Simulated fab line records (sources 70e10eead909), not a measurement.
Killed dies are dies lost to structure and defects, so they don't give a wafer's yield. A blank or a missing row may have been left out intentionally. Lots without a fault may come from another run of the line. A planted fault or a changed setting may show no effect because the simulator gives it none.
Which of the tools did it? / flow nand-harc / 24 lots, 72 wafers sampled, at 6 steps of a route of 1159

== WHAT THE GAUGES READ, wafer by wafer ==
NHARC_A_BLC_INSPECT_28. Usual: raw-defect-count reads 440 (standard deviation 130).
lot=L076; measured=day 17 22:10; on=defect-inspect-02; raw-defect-count=268 305 256; flag=
lot=L075; measured=day 18 01:25; on=defect-inspect-01; raw-defect-count=279 335 327; flag=
lot=L077; measured=day 18 02:37; on=defect-inspect-02; raw-defect-count=414 458 423; flag=
lot=L080; measured=day 18 05:53; on=defect-inspect-02; raw-defect-count=448 349 336; flag=
lot=L078; measured=day 18 12:28; on=defect-inspect-01; raw-defect-count=370 395 313; flag=
lot=L079; measured=day 18 17:06; on=defect-inspect-02; raw-defect-count=426 382 639; flag=
lot=L074; measured=day 19 01:04; on=defect-inspect-02; raw-defect-count=248 215 193; flag=
lot=L081; measured=day 19 06:28; on=defect-inspect-02; raw-defect-count=643 700 531; flag=
lot=L082; measured=day 19 10:18; on=defect-inspect-02; raw-defect-count=586 358 344; flag=
lot=L083; measured=day 19 18:24; on=defect-inspect-02; raw-defect-count=592 563 558; flag=
lot=L085; measured=day 19 18:48; on=defect-inspect-01; raw-defect-count=592 519 609; flag=
lot=L084; measured=day 20 15:47; on=defect-inspect-01; raw-defect-count=534 625 431; flag=
lot=L088; measured=day 20 20:52; on=defect-inspect-01; raw-defect-count=413 255 266; flag=
lot=L087; measured=day 20 21:18; on=defect-inspect-01; raw-defect-count=366 580 438; flag=
lot=L086; measured=day 21 03:43; on=defect-inspect-01; raw-defect-count=412 604 471; flag=
lot=L089; measured=day 21 14:41; on=defect-inspect-01; raw-defect-count=470 394 621; flag=
lot=L090; measured=day 21 22:52; on=defect-inspect-02; raw-defect-count=383 338 326; flag=
lot=L094; measured=day 22 00:04; on=defect-inspect-02; raw-defect-count=383 359 323; flag=
lot=L091; measured=day 22 03:32; on=defect-inspect-01; raw-defect-count=341 417 438; flag=
lot=L092; measured=day 22 07:01; on=defect-inspect-02; raw-defect-count=430 389 343; flag=
lot=L093; measured=day 22 07:20; on=defect-inspect-01; raw-defect-count=728 426 718; flag=
lot=L095; measured=day 22 16:02; on=defect-inspect-01; raw-defect-count=337 241 547; flag=
lot=L096; measured=day 22 19:31; on=defect-inspect-02; raw-defect-count=517 430 553; flag=
lot=L097; measured=day 23 04:01; on=defect-inspect-01; raw-defect-count=599 359 383; flag=

NHARC_A_M1_CD_MEAS_16. Usual: cd-nm reads 120.3 nm (standard deviation 0.89).
lot=L076; measured=day 18 03:37; on=cd-sem-03; cd-nm (nm)=118.9 118.5 119.2; flag=
lot=L075; measured=day 18 06:42; on=cd-sem-01; cd-nm (nm)=122.0 121.0 121.2; flag=
lot=L077; measured=day 18 08:07; on=cd-sem-01; cd-nm (nm)=120.8 121.8 122.3; flag=
lot=L080; measured=day 18 11:22; on=cd-sem-03; cd-nm (nm)=121.2 121.7 121.2; flag=
lot=L078; measured=day 18 17:56; on=cd-sem-02; cd-nm (nm)=120.9 121.5 119.9; flag=
lot=L079; measured=day 18 22:18; on=cd-sem-02; cd-nm (nm)=120.6 118.6 120.3; flag=
lot=L074; measured=day 19 06:45; on=cd-sem-01; cd-nm (nm)=122.4 119.9 120.2; flag=
lot=L081; measured=day 19 11:55; on=cd-sem-03; cd-nm (nm)=120.8 120.5 120.1; flag=
lot=L082; measured=day 19 16:03; on=cd-sem-02; cd-nm (nm)=121.0 120.8 120.0; flag=
lot=L083; measured=day 20 00:11; on=cd-sem-01; cd-nm (nm)=120.7 118.8 119.2; flag=
lot=L085; measured=day 20 00:39; on=cd-sem-03; cd-nm (nm)=121.6 119.8 120.2; flag=
lot=L084; measured=day 20 22:28; on=cd-sem-01; cd-nm (nm)=121.4 120.9 120.4; flag=
lot=L088; measured=day 21 02:58; on=cd-sem-03; cd-nm (nm)=120.8 120.9 120.5; flag=
lot=L087; measured=day 21 03:45; on=cd-sem-03; cd-nm (nm)=119.6 120.4 121.5; flag=
lot=L086; measured=day 21 09:11; on=cd-sem-01; cd-nm (nm)=119.7 120.0 119.5; flag=
lot=L089; measured=day 21 20:20; on=cd-sem-02; cd-nm (nm)=119.2 119.4 120.2; flag=
lot=L090; measured=day 22 04:33; on=cd-sem-01; cd-nm (nm)=119.3 118.6 119.5; flag=
lot=L094; measured=day 22 05:36; on=cd-sem-01; cd-nm (nm)=119.4 119.7 119.7; flag=
lot=L091; measured=day 22 09:25; on=cd-sem-02; cd-nm (nm)=120.0 118.3 119.9; flag=
lot=L092; measured=day 22 12:57; on=cd-sem-02; cd-nm (nm)=120.8 120.1 118.8; flag=
lot=L093; measured=day 22 13:07; on=cd-sem-02; cd-nm (nm)=119.2 119.4 119.0; flag=
lot=L095; measured=day 22 21:27; on=cd-sem-02; cd-nm (nm)=120.8 119.6 120.1; flag=
lot=L096; measured=day 23 00:53; on=cd-sem-02; cd-nm (nm)=120.0 119.8 119.9; flag=
lot=L097; measured=day 23 09:42; on=cd-sem-02; cd-nm (nm)=120.4 120.3 120.7; flag=

== EACH LOT AND THE TOOL THAT RAN IT (in order: tool; ch and the chambers of the sampled wafers; start) ==
lot=L076; NHARC_A_CONTACT_ETCH_30=rie-diel-06 ch 1,2,3, day 17 07:38 or earlier; NHARC_A_CONTACT_ETCH_139=har-cap-etch-02 ch 0,1, day 17 07:38; NHARC_A_M0_PVD_21=pvd-sputter-01, day 18 03:37 or earlier; NHARC_A_M1_ETCH_15=rie-diel-01 ch 0,1, day 18 03:37 or earlier
lot=L075; NHARC_A_CONTACT_ETCH_30=rie-diel-06 ch 0,3, day 17 09:08; NHARC_A_CONTACT_ETCH_139=har-cap-etch-01 ch 0,1, day 17 10:27; NHARC_A_M0_PVD_21=pvd-sputter-02, day 18 06:42 or earlier; NHARC_A_M1_ETCH_15=rie-diel-05 ch 0,2,3, day 18 06:42 or earlier
lot=L077; NHARC_A_CONTACT_ETCH_30=rie-diel-06 ch 1,2,3, day 17 11:50 or earlier; NHARC_A_CONTACT_ETCH_139=har-cap-etch-03 ch 0,1, day 17 11:50; NHARC_A_M0_PVD_21=pvd-sputter-03, day 18 08:07 or earlier; NHARC_A_M1_ETCH_15=rie-diel-05 ch 1,2, day 18 08:07 or earlier
lot=L080; NHARC_A_CONTACT_ETCH_30=rie-diel-07 ch 0,2, day 17 22:07 or earlier; NHARC_A_CONTACT_ETCH_139=har-cap-etch-03 ch 0,1, day 17 22:07; NHARC_A_M0_PVD_21=pvd-sputter-01, day 18 11:22 or earlier; NHARC_A_M1_ETCH_15=rie-diel-05 ch 0,1, day 18 11:22 or earlier
lot=L078; NHARC_A_CONTACT_ETCH_30=rie-diel-03 ch 0,1, day 18 05:26 or earlier; NHARC_A_CONTACT_ETCH_139=har-cap-etch-01 ch 0, day 18 05:26; NHARC_A_M0_PVD_21=pvd-sputter-01, day 18 17:56 or earlier; NHARC_A_M1_ETCH_15=rie-diel-10 ch 0,2, day 18 17:56 or earlier
lot=L079; NHARC_A_CONTACT_ETCH_30=rie-diel-07 ch 1,2,3, day 18 09:51 or earlier; NHARC_A_CONTACT_ETCH_139=har-cap-etch-03 ch 0,1, day 18 09:51; NHARC_A_M0_PVD_21=pvd-sputter-02, day 18 22:18 or earlier; NHARC_A_M1_ETCH_15=rie-diel-10 ch 1,2, day 18 22:18 or earlier
lot=L074; NHARC_A_CONTACT_ETCH_30=rie-diel-03 ch 0,2, day 18 14:34 or earlier; NHARC_A_CONTACT_ETCH_139=har-cap-etch-03 ch 0,1, day 18 14:34; NHARC_A_M0_PVD_21=pvd-sputter-03, day 19 06:45 or earlier; NHARC_A_M1_ETCH_15=rie-diel-01 ch 2,3, day 19 06:45 or earlier
lot=L081; NHARC_A_CONTACT_ETCH_30=rie-diel-07 ch 1,2,3, day 18 18:51 or earlier; NHARC_A_CONTACT_ETCH_139=har-cap-etch-02 ch 1, day 18 18:51; NHARC_A_M0_PVD_21=pvd-sputter-02, day 19 11:55 or earlier; NHARC_A_M1_ETCH_15=rie-diel-01 ch 1,3, day 19 11:55 or earlier
lot=L082; NHARC_A_CONTACT_ETCH_30=rie-diel-06 ch 0,3, day 18 23:51 or earlier; NHARC_A_CONTACT_ETCH_139=har-cap-etch-01 ch 0,1, day 18 23:51; NHARC_A_M0_PVD_21=pvd-sputter-02, day 19 16:03 or earlier; NHARC_A_M1_ETCH_15=rie-diel-05 ch 0,1,2, day 19 16:03 or earlier
lot=L083; NHARC_A_CONTACT_ETCH_30=rie-diel-03 ch 1,2,3, day 19 09:21 or earlier; NHARC_A_CONTACT_ETCH_139=har-cap-etch-01 ch 0,1, day 19 09:21; NHARC_A_M0_PVD_21=pvd-sputter-03, day 20 00:11 or earlier; NHARC_A_M1_ETCH_15=rie-diel-10 ch 0,2,3, day 20 00:11 or earlier
lot=L085; NHARC_A_CONTACT_ETCH_30=rie-diel-07 ch 0,2,3, day 19 11:50 or earlier; NHARC_A_CONTACT_ETCH_139=har-cap-etch-03 ch 0,1, day 19 11:50; NHARC_A_M0_PVD_21=pvd-sputter-01, day 20 00:39 or earlier; NHARC_A_M1_ETCH_15=rie-diel-10 ch 0,2,3, day 20 00:39 or earlier
lot=L084; NHARC_A_CONTACT_ETCH_30=rie-diel-06 ch 2,3, day 19 19:40 or earlier; NHARC_A_CONTACT_ETCH_139=har-cap-etch-01 ch 0,1, day 19 19:40; NHARC_A_M0_PVD_21=pvd-sputter-02, day 20 22:28 or earlier; NHARC_A_M1_ETCH_15=rie-diel-01 ch 0,1,3, day 20 22:28 or earlier
lot=L088; NHARC_A_CONTACT_ETCH_30=rie-diel-07 ch 0,1, day 19 20:49 or earlier; NHARC_A_CONTACT_ETCH_139=har-cap-etch-03 ch 0,1, day 19 20:49; NHARC_A_M0_PVD_21=pvd-sputter-03, day 21 02:58 or earlier; NHARC_A_M1_ETCH_15=rie-diel-01 ch 0,1,2, day 21 02:58 or earlier
lot=L087; NHARC_A_CONTACT_ETCH_30=rie-diel-07 ch 0,1,2, day 20 00:00 or earlier; NHARC_A_CONTACT_ETCH_139=har-cap-etch-01 ch 1, day 20 00:00; NHARC_A_M0_PVD_21=pvd-sputter-01, day 21 03:45 or earlier; NHARC_A_M1_ETCH_15=rie-diel-01 ch 0,1,2, day 21 03:45 or earlier
lot=L086; NHARC_A_CONTACT_ETCH_30=rie-diel-07 ch 0,1,2, day 20 04:01 or earlier; NHARC_A_CONTACT_ETCH_139=har-cap-etch-03 ch 0,1, day 20 04:01; NHARC_A_M0_PVD_21=pvd-sputter-01, day 21 09:11 or earlier; NHARC_A_M1_ETCH_15=rie-diel-01 ch 1,2, day 21 09:11 or earlier
lot=L089; NHARC_A_CONTACT_ETCH_30=rie-diel-07 ch 0,1,2, day 21 01:26 or earlier; NHARC_A_CONTACT_ETCH_139=har-cap-etch-01 ch 0,1, day 21 01:26; NHARC_A_M0_PVD_21=pvd-sputter-03, day 21 20:20 or earlier; NHARC_A_M1_ETCH_15=rie-diel-05 ch 2,3, day 21 20:20 or earlier
lot=L090; NHARC_A_CONTACT_ETCH_30=rie-diel-06 ch 1,3, day 21 02:56 or earlier; NHARC_A_CONTACT_ETCH_139=har-cap-etch-03 ch 0,1, day 21 02:56; NHARC_A_M0_PVD_21=pvd-sputter-02, day 22 04:33 or earlier; NHARC_A_M1_ETCH_15=rie-diel-10 ch 1,2, day 22 04:33 or earlier
lot=L094; NHARC_A_CONTACT_ETCH_30=rie-diel-07 ch 2,3, day 21 08:59 or earlier; NHARC_A_CONTACT_ETCH_139=har-cap-etch-01 ch 0,1, day 21 08:59; NHARC_A_M0_PVD_21=pvd-sputter-01, day 22 05:36 or earlier; NHARC_A_M1_ETCH_15=rie-diel-05 ch 1,2, day 22 05:36 or earlier
lot=L091; NHARC_A_CONTACT_ETCH_30=rie-diel-07 ch 0,2, day 21 16:01 or earlier; NHARC_A_CONTACT_ETCH_139=har-cap-etch-03 ch 1, day 21 16:01; NHARC_A_M0_PVD_21=pvd-sputter-03, day 22 09:25 or earlier; NHARC_A_M1_ETCH_15=rie-diel-01 ch 0,2, day 22 09:25 or earlier
lot=L092; NHARC_A_CONTACT_ETCH_30=rie-diel-06 ch 0,1, day 21 17:17 or earlier; NHARC_A_CONTACT_ETCH_139=har-cap-etch-01 ch 1, day 21 17:17; NHARC_A_M0_PVD_21=pvd-sputter-01, day 22 12:57 or earlier; NHARC_A_M1_ETCH_15=rie-diel-10 ch 0,2,3, day 22 12:57 or earlier
lot=L093; NHARC_A_CONTACT_ETCH_30=rie-diel-03 ch 1,3, day 21 21:27 or earlier; NHARC_A_CONTACT_ETCH_139=har-cap-etch-02 ch 1, day 21 21:27; NHARC_A_M0_PVD_21=pvd-sputter-03, day 22 13:07 or earlier; NHARC_A_M1_ETCH_15=rie-diel-05 ch 0,2,3, day 22 13:07 or earlier
lot=L095; NHARC_A_CONTACT_ETCH_30=rie-diel-07 ch 0,1,3, day 22 07:50 or earlier; NHARC_A_CONTACT_ETCH_139=har-cap-etch-03 ch 0,1, day 22 07:50; NHARC_A_M0_PVD_21=pvd-sputter-02, day 22 21:27 or earlier; NHARC_A_M1_ETCH_15=rie-diel-10 ch 0,2, day 22 21:27 or earlier
lot=L096; NHARC_A_CONTACT_ETCH_30=rie-diel-07 ch 0,1, day 22 12:27 or earlier; NHARC_A_CONTACT_ETCH_139=har-cap-etch-03 ch 0,1, day 22 12:27; NHARC_A_M0_PVD_21=pvd-sputter-03, day 23 00:53 or earlier; NHARC_A_M1_ETCH_15=rie-diel-05 ch 1,2,3, day 23 00:53 or earlier
lot=L097; NHARC_A_CONTACT_ETCH_30=rie-diel-07 ch 0,1, day 22 20:16 or earlier; NHARC_A_CONTACT_ETCH_139=har-cap-etch-03 ch 0,1, day 22 20:16; NHARC_A_M0_PVD_21=pvd-sputter-01, day 23 09:42 or earlier; NHARC_A_M1_ETCH_15=rie-diel-05 ch 1,2,3, day 23 09:42 or earlier
- NHARC_A_CONTACT_ETCH_30: etches the open film in CF4/CHF3, target depth 60.5 nm, time 30.2 s.
- NHARC_A_CONTACT_ETCH_139: etches the open film in C4F8/O2/Ar, time 137 s, target depth 590 nm.
- NHARC_A_M0_PVD_21: deposits Cu, target thk 30 nm, time 20.49 s.
- NHARC_A_M1_ETCH_15: etches the open film in C4F8/Ar, target depth 182.5 nm, time 91.2 s.

== WHAT THE TOOLS THEMSELVES READ (means of the sampled wafers that have a number; where no wafer has one, the mark that the record gives instead) ==
NHARC_A_CONTACT_ETCH_30. Usual: bias-w 199.9 W, standard deviation 0.61; drypump-motor-current-A 5.5 A, standard deviation 0.36; oes-product-au 0.936 a.u., standard deviation 0.019; rf-vpp-V 371.3 V, standard deviation 2.4; showerhead-plenum-p-Torr 1.59 Torr, standard deviation 0.066; throttle-valve-pct 16.802 %, standard deviation 0.0096.
lot=L076; tool=rie-diel-06; bias-w (W)=200.0; drypump-motor-current-A (A)=5.5; oes-product-au (a.u.)=0.930; rf-vpp-V (V)=370.7; showerhead-plenum-p-Torr (Torr)=1.56; throttle-valve-pct (%)=16.807; flag=
lot=L075; tool=rie-diel-06; bias-w (W)=199.9; drypump-motor-current-A (A)=5.8; oes-product-au (a.u.)=0.921; rf-vpp-V (V)=367.7; showerhead-plenum-p-Torr (Torr)=1.49; throttle-valve-pct (%)=16.803; flag=
lot=L077; tool=rie-diel-06; bias-w (W)=199.7; drypump-motor-current-A (A)=5.5; oes-product-au (a.u.)=0.979; rf-vpp-V (V)=370.6; showerhead-plenum-p-Torr (Torr)=1.56; throttle-valve-pct (%)=16.790; flag=
lot=L080; tool=rie-diel-07; bias-w (W)=200.1; drypump-motor-current-A (A)=5.2; oes-product-au (a.u.)=0.930; rf-vpp-V (V)=372.5; showerhead-plenum-p-Torr (Torr)=1.60; throttle-valve-pct (%)=16.798; flag=
lot=L078; tool=rie-diel-03; bias-w (W)=199.6; drypump-motor-current-A (A)=6.0; oes-product-au (a.u.)=0.935; rf-vpp-V (V)=371.3; showerhead-plenum-p-Torr (Torr)=1.58; throttle-valve-pct (%)=16.801; flag=
lot=L079; tool=rie-diel-07; bias-w (W)=199.7; drypump-motor-current-A (A)=5.5; oes-product-au (a.u.)=0.969; rf-vpp-V (V)=372.8; showerhead-plenum-p-Torr (Torr)=1.64; throttle-valve-pct (%)=16.804; flag=
lot=L074; tool=rie-diel-03; bias-w (W)=199.9; drypump-motor-current-A (A)=5.2; oes-product-au (a.u.)=0.964; rf-vpp-V (V)=370.0; showerhead-plenum-p-Torr (Torr)=1.57; throttle-valve-pct (%)=16.808; flag=
lot=L081; tool=rie-diel-07; bias-w (W)=200.0; drypump-motor-current-A (A)=5.5; oes-product-au (a.u.)=0.929; rf-vpp-V (V)=373.5; showerhead-plenum-p-Torr (Torr)=1.64; throttle-valve-pct (%)=16.804; flag=
lot=L082; tool=rie-diel-06; bias-w (W)=199.6; drypump-motor-current-A (A)=5.8; oes-product-au (a.u.)=0.953; rf-vpp-V (V)=367.1; showerhead-plenum-p-Torr (Torr)=1.48; throttle-valve-pct (%)=16.802; flag=
lot=L083; tool=rie-diel-03; bias-w (W)=200.2; drypump-motor-current-A (A)=5.5; oes-product-au (a.u.)=0.932; rf-vpp-V (V)=372.5; showerhead-plenum-p-Torr (Torr)=1.63; throttle-valve-pct (%)=16.804; flag=
lot=L085; tool=rie-diel-07; bias-w (W)=199.9; drypump-motor-current-A (A)=5.4; oes-product-au (a.u.)=0.928; rf-vpp-V (V)=372.3; showerhead-plenum-p-Torr (Torr)=1.62; throttle-valve-pct (%)=16.807; flag=
lot=L084; tool=rie-diel-06; bias-w (W)=200.2; drypump-motor-current-A (A)=5.8; oes-product-au (a.u.)=0.923; rf-vpp-V (V)=371.9; showerhead-plenum-p-Torr (Torr)=1.61; throttle-valve-pct (%)=16.798; flag=
lot=L088; tool=rie-diel-07; bias-w (W)=199.5; drypump-motor-current-A (A)=5.4; oes-product-au (a.u.)=0.937; rf-vpp-V (V)=372.8; showerhead-plenum-p-Torr (Torr)=1.64; throttle-valve-pct (%)=16.798; flag=
lot=L087; tool=rie-diel-07; bias-w (W)=199.7; drypump-motor-current-A (A)=5.3; oes-product-au (a.u.)=0.927; rf-vpp-V (V)=371.5; showerhead-plenum-p-Torr (Torr)=1.62; throttle-valve-pct (%)=16.798; flag=
lot=L086; tool=rie-diel-07; bias-w (W)=199.5; drypump-motor-current-A (A)=5.4; oes-product-au (a.u.)=0.931; rf-vpp-V (V)=372.6; showerhead-plenum-p-Torr (Torr)=1.62; throttle-valve-pct (%)=16.799; flag=
lot=L089; tool=rie-diel-07; bias-w (W)=200.0; drypump-motor-current-A (A)=5.3; oes-product-au (a.u.)=0.923; rf-vpp-V (V)=372.2; showerhead-plenum-p-Torr (Torr)=1.62; throttle-valve-pct (%)=16.801; flag=
lot=L090; tool=rie-diel-06; bias-w (W)=200.5; drypump-motor-current-A (A)=5.4; oes-product-au (a.u.)=0.953; rf-vpp-V (V)=368.1; showerhead-plenum-p-Torr (Torr)=1.50; throttle-valve-pct (%)=16.804; flag=
lot=L094; tool=rie-diel-07; bias-w (W)=199.9; drypump-motor-current-A (A)=5.5; oes-product-au (a.u.)=0.916; rf-vpp-V (V)=372.5; showerhead-plenum-p-Torr (Torr)=1.62; throttle-valve-pct (%)=16.809; flag=
lot=L091; tool=rie-diel-07; bias-w (W)=200.0; drypump-motor-current-A (A)=5.3; oes-product-au (a.u.)=0.917; rf-vpp-V (V)=370.8; showerhead-plenum-p-Torr (Torr)=1.60; throttle-valve-pct (%)=16.803; flag=
lot=L092; tool=rie-diel-06; bias-w (W)=199.6; drypump-motor-current-A (A)=5.5; oes-product-au (a.u.)=0.933; rf-vpp-V (V)=367.0; showerhead-plenum-p-Torr (Torr)=1.49; throttle-valve-pct (%)=16.812; flag=
lot=L093; tool=rie-diel-03; bias-w (W)=199.6; drypump-motor-current-A (A)=6.0; oes-product-au (a.u.)=0.924; rf-vpp-V (V)=373.0; showerhead-plenum-p-Torr (Torr)=1.62; throttle-valve-pct (%)=16.799; flag=
lot=L095; tool=rie-diel-07; bias-w (W)=200.1; drypump-motor-current-A (A)=5.4; oes-product-au (a.u.)=0.924; rf-vpp-V (V)=372.6; showerhead-plenum-p-Torr (Torr)=1.64; throttle-valve-pct (%)=16.798; flag=
lot=L096; tool=rie-diel-07; bias-w (W)=199.8; drypump-motor-current-A (A)=5.4; oes-product-au (a.u.)=0.927; rf-vpp-V (V)=372.9; showerhead-plenum-p-Torr (Torr)=1.63; throttle-valve-pct (%)=16.798; flag=
lot=L097; tool=rie-diel-07; bias-w (W)=200.3; drypump-motor-current-A (A)=5.2; oes-product-au (a.u.)=0.929; rf-vpp-V (V)=371.2; showerhead-plenum-p-Torr (Torr)=1.62; throttle-valve-pct (%)=16.798; flag=

NHARC_A_M0_PVD_21. Usual: throttle-valve-pct reads 29.3 % (standard deviation 0.68).
lot=L076; tool=pvd-sputter-01; throttle-valve-pct (%)=29.2; flag=
lot=L075; tool=pvd-sputter-02; throttle-valve-pct (%)=29.6; flag=
lot=L077; tool=pvd-sputter-03; throttle-valve-pct (%)=28.9; flag=
lot=L080; tool=pvd-sputter-01; throttle-valve-pct (%)=29.5; flag=
lot=L078; tool=pvd-sputter-01; throttle-valve-pct (%)=28.7; flag=
lot=L079; tool=pvd-sputter-02; throttle-valve-pct (%)=29.3; flag=
lot=L074; tool=pvd-sputter-03; throttle-valve-pct (%)=28.8; flag=
lot=L081; tool=pvd-sputter-02; throttle-valve-pct (%)=29.5; flag=
lot=L082; tool=pvd-sputter-02; throttle-valve-pct (%)=29.4; flag=
lot=L083; tool=pvd-sputter-03; throttle-valve-pct (%)=28.9; flag=
lot=L085; tool=pvd-sputter-01; throttle-valve-pct (%)=30.1; flag=
lot=L084; tool=pvd-sputter-02; throttle-valve-pct (%)=29.2; flag=
lot=L088; tool=pvd-sputter-03; throttle-valve-pct (%)=29.3; flag=
lot=L087; tool=pvd-sputter-01; throttle-valve-pct (%)=30.0; flag=
lot=L086; tool=pvd-sputter-01; throttle-valve-pct (%)=29.8; flag=
lot=L089; tool=pvd-sputter-03; throttle-valve-pct (%)=29.0; flag=
lot=L090; tool=pvd-sputter-02; throttle-valve-pct (%)=29.2; flag=
lot=L094; tool=pvd-sputter-01; throttle-valve-pct (%)=29.1; flag=
lot=L091; tool=pvd-sputter-03; throttle-valve-pct (%)=28.5; flag=
lot=L092; tool=pvd-sputter-01; throttle-valve-pct (%)=29.6; flag=
lot=L093; tool=pvd-sputter-03; throttle-valve-pct (%)=28.6; flag=
lot=L095; tool=pvd-sputter-02; throttle-valve-pct (%)=29.3; flag=
lot=L096; tool=pvd-sputter-03; throttle-valve-pct (%)=28.7; flag=
lot=L097; tool=pvd-sputter-01; throttle-valve-pct (%)=30.1; flag=

NHARC_A_M1_ETCH_15. Usual: bias-w 300.0 W, standard deviation 0.9; oes-product-au 0.955 a.u., standard deviation 0.021; rf-vpp-V 441.0 V, standard deviation 2.
lot=L076; tool=rie-diel-01; bias-w (W)=300.1; oes-product-au (a.u.)=0.983; rf-vpp-V (V)=441.3; flag=
lot=L075; tool=rie-diel-05; bias-w (W)=299.5; oes-product-au (a.u.)=0.955; rf-vpp-V (V)=442.6; flag=
lot=L077; tool=rie-diel-05; bias-w (W)=299.6; oes-product-au (a.u.)=0.930; rf-vpp-V (V)=439.8; flag=
lot=L080; tool=rie-diel-05; bias-w (W)=299.4; oes-product-au (a.u.)=0.927; rf-vpp-V (V)=440.0; flag=
lot=L078; tool=rie-diel-10; bias-w (W)=299.6; oes-product-au (a.u.)=0.977; rf-vpp-V (V)=439.9; flag=
lot=L079; tool=rie-diel-10; bias-w (W)=300.8; oes-product-au (a.u.)=0.963; rf-vpp-V (V)=440.6; flag=
lot=L074; tool=rie-diel-01; bias-w (W)=300.8; oes-product-au (a.u.)=0.969; rf-vpp-V (V)=438.7; flag=
lot=L081; tool=rie-diel-01; bias-w (W)=299.3; oes-product-au (a.u.)=0.921; rf-vpp-V (V)=440.1; flag=
lot=L082; tool=rie-diel-05; bias-w (W)=299.7; oes-product-au (a.u.)=0.924; rf-vpp-V (V)=441.3; flag=
lot=L083; tool=rie-diel-10; bias-w (W)=300.5; oes-product-au (a.u.)=0.933; rf-vpp-V (V)=441.1; flag=
lot=L085; tool=rie-diel-10; bias-w (W)=299.7; oes-product-au (a.u.)=0.972; rf-vpp-V (V)=440.6; flag=
lot=L084; tool=rie-diel-01; bias-w (W)=300.1; oes-product-au (a.u.)=0.955; rf-vpp-V (V)=440.3; flag=
lot=L088; tool=rie-diel-01; bias-w (W)=299.7; oes-product-au (a.u.)=0.953; rf-vpp-V (V)=440.3; flag=
lot=L087; tool=rie-diel-01; bias-w (W)=299.6; oes-product-au (a.u.)=0.955; rf-vpp-V (V)=440.0; flag=
lot=L086; tool=rie-diel-01; bias-w (W)=300.0; oes-product-au (a.u.)=0.928; rf-vpp-V (V)=439.7; flag=
lot=L089; tool=rie-diel-05; bias-w (W)=299.1; oes-product-au (a.u.)=0.942; rf-vpp-V (V)=443.2; flag=
lot=L090; tool=rie-diel-10; bias-w (W)=300.9; oes-product-au (a.u.)=0.967; rf-vpp-V (V)=440.6; flag=
lot=L094; tool=rie-diel-05; bias-w (W)=299.8; oes-product-au (a.u.)=0.975; rf-vpp-V (V)=441.5; flag=
lot=L091; tool=rie-diel-01; bias-w (W)=300.3; oes-product-au (a.u.)=0.959; rf-vpp-V (V)=440.8; flag=
lot=L092; tool=rie-diel-10; bias-w (W)=299.8; oes-product-au (a.u.)=0.973; rf-vpp-V (V)=440.4; flag=
lot=L093; tool=rie-diel-05; bias-w (W)=301.0; oes-product-au (a.u.)=0.953; rf-vpp-V (V)=442.1; flag=
lot=L095; tool=rie-diel-10; bias-w (W)=300.2; oes-product-au (a.u.)=0.969; rf-vpp-V (V)=441.3; flag=
lot=L096; tool=rie-diel-05; bias-w (W)=300.1; oes-product-au (a.u.)=0.963; rf-vpp-V (V)=440.7; flag=
lot=L097; tool=rie-diel-05; bias-w (W)=300.1; oes-product-au (a.u.)=0.961; rf-vpp-V (V)=441.2; flag=

== THE ANSWER, worked out from the rows above alone ==
Rule: a lot counts as off when the mean over its wafers that have a number is more than 3 standard deviations away from the usual mean. Also off: a lot with no number at a reading for which 4 or more lots have one. All remaining lots with rows at the step are treated as sound. Order of review: gauges by route order, followed by the tools' own readings, for which a lot's mean as printed above is used. At the first step where some lot is off, the reading lying furthest off is the one used; lots without a number count as furthest.
No lot is off on any of the readings shown, so nothing can be concluded from this.

== WHAT THE SIMULATOR HAD PUT IN ==
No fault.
